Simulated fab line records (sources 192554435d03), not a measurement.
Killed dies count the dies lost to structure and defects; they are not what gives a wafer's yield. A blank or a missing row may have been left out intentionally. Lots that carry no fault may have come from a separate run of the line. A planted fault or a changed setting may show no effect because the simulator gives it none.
fab line records	flow n5-finfet
record lots=24	wafers=72	last-day=19
route steps=1938 shown BEOL_M3@1020 BEOL_M4@1035
lots that met no fault: taken from a fault-free run of the same line
start-h: hours from the record's first day to the start of the lot's first wafer shown	wait-h: hours elapsed since this lot's preceding step	" unchanged from the row above	L1.1+2: a single row standing in for several wafers	- value missing, or start not given	* or withheld: withheld	< > ~ a bound
route shown NAME@n: a module of which the file shows steps, and the number in the route of the first	usual: mean/standard deviation taken from wafers without a fault	same: alike in all rows	chamber/n: place in a boat	sites: readings site by site	_std_site: their standard deviation	_edge_site: inner sites' mean taken away from outer sites' mean	radius-mm: how far each site lies from the wafer's centre	mask NAME#n: copy n	behind: tool/chamber where the wafer was last shaped	hold: the reason the lot was held/the length of the hold in hours/how it ended	device: names the non-switching transistor (n, p or np)	end of line: the route-end tests of the same wafers	a step given without rows: its recipe and nothing more	killed: not the wafer's yield, but the dies lost to structure and defects at the first sort	map: a wafer's dies, x killed, . not, _ none there
set.NAME: the setting the step ran with; set.NAME@STEP: the setting that earlier step ran with	model.NAME: the simulator's own value behind a step, which no gauge read
the route's steps for a sample of lots (tables are steps, rows are wafers)
services: a tool's chamber out of use, with start hour (start-h, from the record's first day; less than 0 if before it), hours out, and reason
## steps
# step N5_BEOL_M3_INSPECT_59
# recipe inspect-instrument=darkfield	mode=post-dep
# usual raw-defect-count=73/22
lot.wafer	tool	chamber	start-h	wait-h	raw-defect-count
L074.1	defect-inspect-01	-	184.55	0.0	73
L074.3	"	-	"	"	63
L074.6	"	-	"	"	65
L076.1	defect-inspect-01	-	192.02	0.0	54
L076.4	"	-	"	"	111
L076.5	"	-	"	"	116
L077.1	defect-inspect-02	-	203.07	0.0	47
L077.4	"	-	"	"	63
L077.5	"	-	"	"	88
L075.2	defect-inspect-02	-	205.81	0.0	95
L075.4	"	-	"	"	77
L075.6	"	-	"	"	83
L078.1	defect-inspect-01	-	206.68	0.0	72
L078.3	"	-	"	"	47
L078.4	"	-	"	"	92
L079.1	defect-inspect-02	-	212.31	0.0	55
L079.4	"	-	"	"	49
L079.6	"	-	"	"	65
L080.1	defect-inspect-01	-	220.92	0.0	72
L080.4	"	-	"	"	62
L080.6	"	-	"	"	90
L081.1	defect-inspect-02	-	233.31	0.0	70
L081.3	"	-	"	"	79
L081.4	"	-	"	"	49
L082.3	defect-inspect-02	-	239.85	0.0	46
L082.4	"	-	"	"	106
L082.6	"	-	"	"	73
L083.2	defect-inspect-02	-	242.21	0.0	76
L083.4	"	-	"	"	60
L083.6	"	-	"	"	62
L084.1	defect-inspect-01	-	242.64	0.0	124
L084.4	"	-	"	"	116
L084.6	"	-	"	"	110
L085.2	defect-inspect-02	-	256.96	0.0	79
L085.3	"	-	"	"	78
L085.4	"	-	"	"	69
L087.1	defect-inspect-01	-	264.66	0.0	41
L087.2	"	-	"	"	45
L087.5	"	-	"	"	47
L086.1	defect-inspect-02	-	264.72	0.0	50
L086.5	"	-	"	"	55
L086.6	"	-	"	"	45
L090.3	defect-inspect-02	-	278.36	0.0	68
L090.4	"	-	"	"	75
L090.5	"	-	"	"	112
L089.2	defect-inspect-01	-	278.72	0.0	50
L089.3	"	-	"	"	36
L089.6	"	-	"	"	73
L088.1	defect-inspect-01	-	292.02	0.0	62
L088.3	"	-	"	"	65
L088.6	"	-	"	"	79
L091.1	defect-inspect-01	-	295.43	0.0	74
L091.2	"	-	"	"	39
L091.6	"	-	"	"	62
L092.1	defect-inspect-01	-	296.87	0.0	80
L092.2	"	-	"	"	43
L092.6	"	-	"	"	46
L093.1	defect-inspect-02	-	304.43	0.0	75
L093.4	"	-	"	"	51
L093.6	"	-	"	"	89
L094.1	defect-inspect-01	-	309.17	0.0	75
L094.2	"	-	"	"	116
L094.5	"	-	"	"	123
L095.2	defect-inspect-02	-	311.83	0.0	48
L095.5	"	-	"	"	79
L095.6	"	-	"	"	80
L096.2	defect-inspect-02	-	316.05	0.0	73
L096.4	"	-	"	"	59
L096.5	"	-	"	"	84
L097.2	defect-inspect-02	-	322.17	0.0	139
L097.3	"	-	"	"	102
L097.6	"	-	"	"	66
# step N5_BEOL_M4_OVL_MEAS_12
# recipe points-per-wafer=522
# usual M4_OVL=-0.2/0.7
lot.wafer	tool	chamber	start-h	wait-h	M4_OVL[nm]
L074.1	overlay-01	0	187.79	0.0	-0.3
L074.3	"	0	"	"	-0.3
L074.6	"	0	"	"	-0.6
L076.1	overlay-01	0	193.27	0.0	-1.3
L076.4	"	0	"	"	-1.1
L076.5	"	0	"	"	-1.0
L077.1	overlay-02	0	205.30	0.0	0.1
L077.4	"	0	"	"	-1.6
L077.5	"	0	"	"	-0.1
L075.2	overlay-02	0	206.88	0.0	0.9
L075.4	"	0	"	"	1.4
L075.6	"	0	"	"	1.3
L078.1	overlay-02	0	209.07	0.0	-1.1
L078.3	"	0	"	"	-0.9
L078.4	"	0	"	"	-0.4
L079.1	overlay-01	0	215.02	0.0	-1.3
L079.4	"	0	"	"	-0.2
L079.6	"	0	"	"	0.3
L080.1	overlay-02	0	221.74	0.0	-0.9
L080.4	"	0	"	"	0.1
L080.6	"	0	"	"	0.2
L081.1	overlay-02	0	234.74	0.0	0.1
L081.3	"	0	"	"	0.9
L081.4	"	0	"	"	-1.1
L082.3	overlay-01	0	241.85	0.0	-0.6
L082.4	"	0	"	"	-0.6
L082.6	"	0	"	"	-0.4
L083.2	overlay-02	0	244.20	0.0	-0.7
L083.4	"	0	"	"	0.3
L083.6	"	0	"	"	0.1
L084.1	overlay-02	0	244.66	0.0	-1.3
L084.4	"	0	"	"	-1.4
L084.6	"	0	"	"	-1.5
L085.2	overlay-02	0	259.94	0.0	0.7
L085.3	"	0	"	"	0.9
L085.4	"	0	"	"	0.2
L087.1	overlay-01	0	265.98	0.0	-0.4
L087.2	"	0	"	"	0.2
L087.5	"	0	"	"	-0.6
L086.1	overlay-02	0	266.15	0.0	-0.2
L086.5	"	0	"	"	0.0
L086.6	"	0	"	"	-0.8
L090.3	overlay-02	0	281.07	0.0	0.4
L090.4	"	0	"	"	0.5
L090.5	"	0	"	"	0.3
L089.2	overlay-02	0	281.16	0.0	-0.4
L089.3	"	0	"	"	-1.0
L089.6	"	0	"	"	0.6
L088.1	overlay-01	0	295.26	0.0	-0.1
L088.3	"	0	"	"	0.0
L088.6	"	0	"	"	0.8
L091.1	overlay-02	0	296.32	0.0	-1.0
L091.2	"	0	"	"	0.4
L091.6	"	0	"	"	-0.1
L092.1	overlay-02	0	299.69	0.0	0.1
L092.2	"	0	"	"	-0.2
L092.6	"	0	"	"	-0.2
L093.1	overlay-02	0	305.31	0.0	-1.1
L093.4	"	0	"	"	-0.5
L093.6	"	0	"	"	0.8
L094.1	overlay-01	0	310.83	0.0	0.9
L094.2	"	0	"	"	0.8
L094.5	"	0	"	"	-0.2
L095.2	overlay-01	0	313.00	0.0	-0.1
L095.5	"	0	"	"	-0.6
L095.6	"	0	"	"	-0.2
L096.2	overlay-01	0	317.92	0.0	-0.9
L096.4	"	0	"	"	-0.7
L096.5	"	0	"	"	-0.9
L097.2	overlay-02	0	323.43	0.0	-0.1
L097.3	"	0	"	"	0.4
L097.6	"	0	"	"	-0.1
# step N5_BEOL_M4_ETCHBACK_99
# recipe chemistry=CHF3	target=SiO2	target-depth-a=50	time-s=10.4	source-w=215	bias-w=47	Ar_flow_sccm=200	CHF3_flow_sccm=12	ion-energy-ev=100	pressure-mtorr=30
# usual drypump-motor-current-A=5.9/0.48	oes-product-au=0.80/0.095	rf-vpp-V=242/3.9	showerhead-plenum-p-Torr=2.14/0.083	throttle-valve-pct=17.0/0.33
lot.wafer	tool	chamber	start-h	wait-h	drypump-motor-current-A	oes-product-au	rf-hours-counter-h	rf-vpp-V	showerhead-plenum-p-Torr	throttle-valve-pct
L074.1	rie-diel-01	0	205.11	16.1	6.4	0.71	200	236	2.23	17.4
L074.3	"	3	"	"	6.0	0.91	42	238	2.11	16.7
L074.6	"	0	"	"	6.5	0.71	-	236	2.23	17.4
L076.1	rie-diel-03	0	219.66	25.0	5.6	0.67	243	240	2.04	17.1
L076.4	"	0	"	"	5.6	0.67	-	240	2.04	17.1
L076.5	"	1	"	"	5.2	0.95	-	242	2.20	16.7
L077.1	rie-diel-03	2	234.54	27.8	5.3	0.75	145	242	2.07	16.8
L077.4	"	3	"	"	6.5	0.69	224	240	2.20	17.0
L077.5	"	0	"	"	5.7	0.67	-	242	2.04	17.1
L075.2	rie-diel-04	2	237.56	29.4	5.6	0.70	208	248	2.04	17.3
L075.4	"	2	"	"	5.6	0.70	-	248	2.04	17.3
L075.6	"	1	"	"	6.4	0.88	-	247	2.20	16.7
L078.1	rie-diel-01	3	237.78	27.3	6.0	0.90	54	241	2.10	16.7
L078.3	"	1	"	"	5.8	0.87	46	243	2.08	17.0
L078.4	"	1	"	"	5.8	0.88	-	242	2.08	17.0
L079.1	rie-diel-01	3	243.51	26.5	5.9	0.89	57	240	2.10	16.7
L079.4	"	3	"	"	6.0	0.88	-	239	2.10	16.7
L079.6	"	2	"	"	6.5	0.73	-	241	2.05	17.4
L080.1	rie-diel-04	1	255.94	32.8	6.4	0.86	35	247	2.20	16.8
L080.4	"	3	"	"	5.2	0.96	2	253	2.30	16.6
L080.6	"	1	"	"	6.4	0.86	-	246	2.20	16.8
L081.1	rie-diel-03	1	265.15	27.8	5.2	0.90	24	242	2.20	16.7
L081.3	"	2	"	"	5.3	0.73	160	242	2.07	16.8
L081.4	"	3	"	"	6.5	0.68	240	238	2.20	17.1
L082.3	rie-diel-03	0	268.20	24.0	5.7	0.97	3	245	2.30	16.7
L082.4	"	1	"	"	5.2	0.90	25	241	2.20	16.7
L082.6	"	3	"	"	6.5	0.68	-	239	2.19	17.1
L083.2	rie-diel-04	0	272.34	26.6	6.0	0.73	171	239	2.15	17.5
L083.4	"	2	"	"	5.5	0.69	224	249	2.04	17.4
L083.6	"	0	"	"	6.0	0.73	-	239	2.15	17.5
L084.1	rie-diel-03	0	272.37	25.8	5.7	0.97	4	245	2.30	16.7
L084.4	"	3	"	"	6.5	0.68	242	240	2.19	17.1
L084.6	"	1	"	"	5.2	0.91	-	243	2.20	16.7
L085.2	rie-diel-04	1	282.34	20.3	6.4	0.84	46	247	2.20	16.8
L085.3	"	3	"	"	5.2	0.92	12	253	2.29	16.6
L085.4	"	2	"	"	5.6	0.68	228	247	2.04	17.4
L087.1	rie-diel-01	2	282.43	15.2	6.5	0.72	187	240	2.04	17.4
L087.2	"	0	"	"	6.4	0.68	231	237	2.22	17.5
L087.5	"	3	"	"	5.9	0.85	-	240	2.10	16.7
L086.1	rie-diel-01	3	303.13	35.5	5.9	0.86	81	240	2.10	16.7
L086.5	"	1	"	"	5.8	0.85	-	242	2.08	17.1
L086.6	"	2	"	"	6.5	0.72	-	241	2.04	17.4
L090.3	rie-diel-01	1	308.59	25.4	5.7	0.85	70	244	2.08	17.1
L090.4	"	3	"	"	5.9	0.85	83	240	2.09	16.7
L090.5	"	1	"	"	5.8	0.83	-	242	2.08	17.1
L089.2	rie-diel-03	1	308.63	25.4	5.2	0.88	38	241	2.19	16.7
L089.3	"	2	"	"	5.3	0.73	173	242	2.06	16.9
L089.6	"	1	"	"	5.2	0.87	-	242	2.19	16.7
L088.1	rie-diel-01	0	312.22	15.7	6.4	0.67	241	236	2.22	17.5
L088.3	"	3	"	"	6.0	0.86	85	241	2.09	16.8
L088.6	"	3	"	"	6.0	0.85	-	240	2.09	16.7
L092.1	rie-diel-01	0	323.04	21.6	6.5	0.67	245	236	2.22	17.5
L092.2	"	1	"	"	5.8	0.83	74	242	2.07	17.1
L092.6	"	2	"	"	6.5	0.71	-	241	2.04	17.5
L091.1	rie-diel-03	1	323.15	25.0	5.1	0.86	44	242	2.19	16.7
L091.2	"	2	"	"	5.3	0.72	179	242	2.06	16.9
L091.6	"	1	"	"	5.1	0.86	-	242	2.19	16.7
L093.1	rie-diel-01	0	330.94	24.5	6.4	0.67	249	236	2.22	17.5
L093.4	"	2	"	"	6.6	0.71	204	240	2.04	17.5
L093.6	"	1	"	"	5.7	0.83	-	243	2.07	17.1
L094.1	rie-diel-03	2	334.04	21.7	5.3	0.72	182	242	2.06	16.9
L094.2	"	0	"	"	5.7	0.91	23	245	2.29	16.8
L094.5	"	2	"	"	5.2	0.72	-	241	2.06	16.9
L095.2	rie-diel-04	0	339.39	24.7	6.0	0.70	200	239	2.14	17.6
L095.5	"	1	"	"	6.4	0.82	-	247	2.19	16.8
L095.6	"	0	"	"	6.0	0.70	-	239	2.14	17.6
L096.2	rie-diel-03	1	342.72	23.3	5.2	0.86	50	241	2.19	16.7
L096.4	"	0	"	"	5.7	0.89	26	243	2.29	16.8
L096.5	"	2	"	"	5.2	0.71	-	242	2.06	16.9
L097.2	rie-diel-04	3	342.86	18.0	5.1	0.88	36	254	2.28	16.6
L097.3	"	0	"	"	6.0	0.70	201	241	2.14	17.6
L097.6	"	0	"	"	6.0	0.70	-	238	2.14	17.6
# step N5_BEOL_M4_ANNEAL_87
# recipe temp-c=400	time-s=240	ambient=vacuum
# usual heater-power-w=786/94
lot.wafer	tool	chamber	start-h	wait-h	heater-power-w
L074.1	pvd-sputter-01	-	207.77	0.0	707
L074.3	"	-	"	"	886
L074.6	"	-	"	"	716
L076.1	pvd-sputter-03	-	221.84	0.0	680
L076.4	"	-	"	"	672
L076.5	"	-	"	"	650
L077.1	pvd-sputter-02	-	236.99	0.0	690
L077.4	"	-	"	"	695
L077.5	"	-	"	"	677
L075.2	pvd-sputter-01	-	240.11	0.0	881
L075.4	"	-	"	"	853
L075.6	"	-	"	"	774
L078.1	pvd-sputter-03	-	241.95	0.0	693
L078.3	"	-	"	"	683
L078.4	"	-	"	"	645
L079.1	pvd-sputter-01	-	245.95	0.0	815
L079.4	"	-	"	"	873
L079.6	"	-	"	"	806
L080.1	pvd-sputter-01	-	258.31	0.0	888
L080.4	"	-	"	"	742
L080.6	"	-	"	"	887
L081.1	pvd-sputter-02	-	267.42	0.0	697
L081.3	"	-	"	"	704
L081.4	"	-	"	"	812
L082.3	pvd-sputter-02	-	270.82	0.0	709
L082.4	"	-	"	"	816
L082.6	"	-	"	"	722
L083.2	pvd-sputter-03	-	274.47	0.0	663
L083.4	"	-	"	"	647
L083.6	"	-	"	"	873
L084.1	pvd-sputter-02	-	274.61	0.0	811
L084.4	"	-	"	"	694
L084.6	"	-	"	"	704
L085.2	pvd-sputter-03	-	284.45	0.0	680
L085.3	"	-	"	"	690
L085.4	"	-	"	"	655
L087.1	pvd-sputter-01	-	284.82	0.0	766
L087.2	"	-	"	"	876
L087.5	"	-	"	"	810
L086.1	pvd-sputter-02	-	305.24	0.0	711
L086.5	"	-	"	"	804
L086.6	"	-	"	"	697
L090.3	pvd-sputter-03	-	311.16	0.0	682
L090.4	"	-	"	"	655
L090.5	"	-	"	"	713
L089.2	pvd-sputter-01	-	311.57	0.0	870
L089.3	"	-	"	"	893
L089.6	"	-	"	"	877
L088.1	pvd-sputter-02	-	315.55	0.0	804
L088.3	"	-	"	"	971
L088.6	"	-	"	"	980
L092.1	pvd-sputter-02	-	325.08	0.0	822
L092.2	"	-	"	"	688
L092.6	"	-	"	"	686
L091.1	pvd-sputter-01	-	325.24	0.0	877
L091.2	"	-	"	"	773
L091.6	"	-	"	"	728
L093.1	pvd-sputter-03	-	333.31	0.0	691
L093.4	"	-	"	"	652
L093.6	"	-	"	"	855
L094.1	pvd-sputter-03	-	336.31	0.0	700
L094.2	"	-	"	"	875
L094.5	"	-	"	"	846
L095.2	pvd-sputter-02	-	341.79	0.0	940
L095.5	"	-	"	"	810
L095.6	"	-	"	"	686
L096.2	pvd-sputter-01	-	345.40	0.0	858
L096.4	"	-	"	"	731
L096.5	"	-	"	"	796
L097.2	pvd-sputter-01	-	347.24	0.0	896
L097.3	"	-	"	"	842
L097.6	"	-	"	"	742
# step N5_BEOL_M4_ANNEAL_91
# recipe temp-c=400	time-s=240	ambient=vacuum
# usual heater-power-w=788/94
lot.wafer	tool	chamber	start-h	wait-h	heater-power-w
L074.1	pvd-sputter-01	-	208.21	0.0	737
L074.3	"	-	"	"	889
L074.6	"	-	"	"	740
L076.1	pvd-sputter-03	-	222.28	0.0	657
L076.4	"	-	"	"	660
L076.5	"	-	"	"	653
L077.1	pvd-sputter-02	-	237.43	0.0	703
L077.4	"	-	"	"	735
L077.5	"	-	"	"	705
L075.2	pvd-sputter-01	-	240.55	0.0	882
L075.4	"	-	"	"	881
L075.6	"	-	"	"	786
L078.1	pvd-sputter-03	-	242.39	0.0	699
L078.3	"	-	"	"	697
L078.4	"	-	"	"	658
L079.1	pvd-sputter-01	-	246.39	0.0	800
L079.4	"	-	"	"	866
L079.6	"	-	"	"	803
L080.1	pvd-sputter-01	-	258.75	0.0	852
L080.4	"	-	"	"	730
L080.6	"	-	"	"	892
L081.1	pvd-sputter-02	-	267.86	0.0	714
L081.3	"	-	"	"	713
L081.4	"	-	"	"	840
L082.3	pvd-sputter-02	-	271.26	0.0	702
L082.4	"	-	"	"	788
L082.6	"	-	"	"	696
L083.2	pvd-sputter-03	-	274.91	0.0	697
L083.4	"	-	"	"	660
L083.6	"	-	"	"	862
L084.1	pvd-sputter-02	-	275.05	0.0	802
L084.4	"	-	"	"	707
L084.6	"	-	"	"	682
L085.2	pvd-sputter-03	-	284.89	0.0	702
L085.3	"	-	"	"	714
L085.4	"	-	"	"	653
L087.1	pvd-sputter-01	-	285.26	0.0	792
L087.2	"	-	"	"	875
L087.5	"	-	"	"	792
L086.1	pvd-sputter-02	-	305.68	0.0	699
L086.5	"	-	"	"	815
L086.6	"	-	"	"	706
L090.3	pvd-sputter-03	-	311.60	0.0	674
L090.4	"	-	"	"	655
L090.5	"	-	"	"	719
L089.2	pvd-sputter-01	-	312.01	0.0	896
L089.3	"	-	"	"	880
L089.6	"	-	"	"	884
L088.1	pvd-sputter-02	-	315.99	0.0	804
L088.3	"	-	"	"	975
L088.6	"	-	"	"	986
L092.1	pvd-sputter-02	-	325.52	0.0	781
L092.2	"	-	"	"	706
L092.6	"	-	"	"	688
L091.1	pvd-sputter-01	-	325.68	0.0	859
L091.2	"	-	"	"	779
L091.6	"	-	"	"	723
L093.1	pvd-sputter-03	-	333.75	0.0	700
L093.4	"	-	"	"	643
L093.6	"	-	"	"	860
L094.1	pvd-sputter-03	-	336.75	0.0	685
L094.2	"	-	"	"	857
L094.5	"	-	"	"	871
L095.2	pvd-sputter-02	-	342.23	0.0	979
L095.5	"	-	"	"	808
L095.6	"	-	"	"	695
L096.2	pvd-sputter-01	-	345.84	0.0	872
L096.4	"	-	"	"	739
L096.5	"	-	"	"	786
L097.2	pvd-sputter-01	-	347.68	0.0	880
L097.3	"	-	"	"	866
L097.6	"	-	"	"	728
# step N5_BEOL_M4_SPUTTER_94
# recipe material=Cu	target-thk-a=45	temp-c=-20	chamber-pressure-pa=0.07	power-w=withheld	time-s=8.29
# usual substrate-temp-c=-20.00/0.1	throttle-valve-pct=29.9/1.1
lot.wafer	tool	chamber	start-h	wait-h	substrate-temp-c	throttle-valve-pct
L074.1	pvd-sputter-01	-	208.57	0.1	-20.15	30.9
L074.3	"	-	"	"	-20.08	29.6
L074.6	"	-	"	"	-20.07	30.8
L076.1	pvd-sputter-03	-	222.64	0.1	-20.08	30.8
L076.4	"	-	"	"	-20.20	29.1
L076.5	"	-	"	"	-20.06	29.1
L077.1	pvd-sputter-02	-	237.79	0.1	-20.18	31.9
L077.4	"	-	"	"	-20.04	30.4
L077.5	"	-	"	"	-20.06	31.8
L075.2	pvd-sputter-01	-	240.91	0.1	-20.00	29.8
L075.4	"	-	"	"	-19.88	27.6
L075.6	"	-	"	"	-20.18	30.0
L078.1	pvd-sputter-03	-	242.75	0.1	-19.88	30.7
L078.3	"	-	"	"	-19.95	30.5
L078.4	"	-	"	"	-20.05	28.9
L079.1	pvd-sputter-01	-	246.75	0.1	-19.98	30.0
L079.4	"	-	"	"	-19.89	27.4
L079.6	"	-	"	"	-19.95	29.9
L080.1	pvd-sputter-01	-	259.11	0.1	-19.77	27.8
L080.4	"	-	"	"	-20.02	31.4
L080.6	"	-	"	"	-19.92	29.7
L081.1	pvd-sputter-02	-	268.22	0.1	-19.88	31.8
L081.3	"	-	"	"	-19.93	30.1
L081.4	"	-	"	"	-19.99	29.7
L082.3	pvd-sputter-02	-	271.62	0.1	-20.06	30.1
L082.4	"	-	"	"	-19.90	29.8
L082.6	"	-	"	"	-19.98	32.0
L083.2	pvd-sputter-03	-	275.27	0.1	-20.12	30.8
L083.4	"	-	"	"	-19.93	29.1
L083.6	"	-	"	"	-19.84	28.6
L084.1	pvd-sputter-02	-	275.41	0.1	-20.07	29.5
L084.4	"	-	"	"	-19.98	30.6
L084.6	"	-	"	"	-19.86	31.8
L085.2	pvd-sputter-03	-	285.25	0.1	-20.11	31.0
L085.3	"	-	"	"	-19.91	30.7
L085.4	"	-	"	"	-20.08	29.0
L087.1	pvd-sputter-01	-	285.62	0.1	-19.86	30.1
L087.2	"	-	"	"	-20.00	29.7
L087.5	"	-	"	"	-20.01	30.0
L086.1	pvd-sputter-02	-	306.04	0.1	-20.16	31.6
L086.5	"	-	"	"	-19.93	29.5
L086.6	"	-	"	"	-20.11	31.6
L090.3	pvd-sputter-03	-	311.96	0.1	-19.93	30.5
L090.4	"	-	"	"	-19.82	29.3
L090.5	"	-	"	"	-19.95	30.8
L089.2	pvd-sputter-01	-	312.37	0.1	-19.88	27.9
L089.3	"	-	"	"	-19.83	29.8
L089.6	"	-	"	"	-20.02	29.7
L088.1	pvd-sputter-02	-	316.35	0.1	-20.09	29.4
L088.3	"	-	"	"	-19.81	30.0
L088.6	"	-	"	"	-20.08	29.8
L092.1	pvd-sputter-02	-	325.88	0.1	-20.05	29.8
L092.2	"	-	"	"	-20.04	32.0
L092.6	"	-	"	"	-19.93	31.6
L091.1	pvd-sputter-01	-	326.04	0.1	-20.11	27.8
L091.2	"	-	"	"	-19.94	30.1
L091.6	"	-	"	"	-19.86	31.1
L093.1	pvd-sputter-03	-	334.11	0.1	-20.01	30.8
L093.4	"	-	"	"	-20.04	29.0
L093.6	"	-	"	"	-20.05	28.8
L094.1	pvd-sputter-03	-	337.11	0.1	-20.00	30.4
L094.2	"	-	"	"	-20.21	28.7
L094.5	"	-	"	"	-20.13	28.3
L095.2	pvd-sputter-02	-	342.59	0.1	-20.05	30.3
L095.5	"	-	"	"	-20.01	29.7
L095.6	"	-	"	"	-20.14	31.9
L096.2	pvd-sputter-01	-	346.20	0.1	-19.95	27.7
L096.4	"	-	"	"	-20.07	31.0
L096.5	"	-	"	"	-20.09	29.9
L097.2	pvd-sputter-01	-	348.04	0.1	-19.92	29.3
L097.3	"	-	"	"	-20.04	27.7
L097.6	"	-	"	"	-19.96	31.0
## services
tool	chamber	start-h	hours	kind
rie-diel-03	1	182.04	-	clean
rie-diel-03	1	182.04	-	consumable-replace:focus-ring
rie-diel-03	1	182.04	21.0	scheduled-down
rie-diel-03	1	182.04	21.0	vent-cycle
rie-diel-01	2	196.01	16.2	repair
rie-diel-04	3	217.41	-	clean
rie-diel-04	3	217.41	-	consumable-replace:focus-ring
pvd-sputter-02	-	228.43	5.9	repair
rie-diel-01	0	236.26	2.0	repair
rie-diel-03	0	237.96	-	clean
rie-diel-03	0	237.96	-	consumable-replace:focus-ring
rie-diel-03	0	237.96	-	consumable-replace:showerhead
rie-diel-03	0	237.96	22.2	scheduled-down
rie-diel-03	0	237.96	22.2	vent-cycle
rie-diel-01	1	242.72	9.3	repair
rie-diel-03	1	252.93	10.3	repair
rie-diel-04	2	296.24	7.2	repair
rie-diel-03	3	303.59	-	clean
rie-diel-03	3	303.59	-	consumable-replace:focus-ring
rie-diel-03	3	303.59	24.1	scheduled-down
rie-diel-03	3	303.59	24.1	vent-cycle
rie-diel-01	0	335.79	-	clean
rie-diel-01	0	335.79	-	consumable-replace:focus-ring
rie-diel-03	0	346.69	3.6	repair
## key
fault none
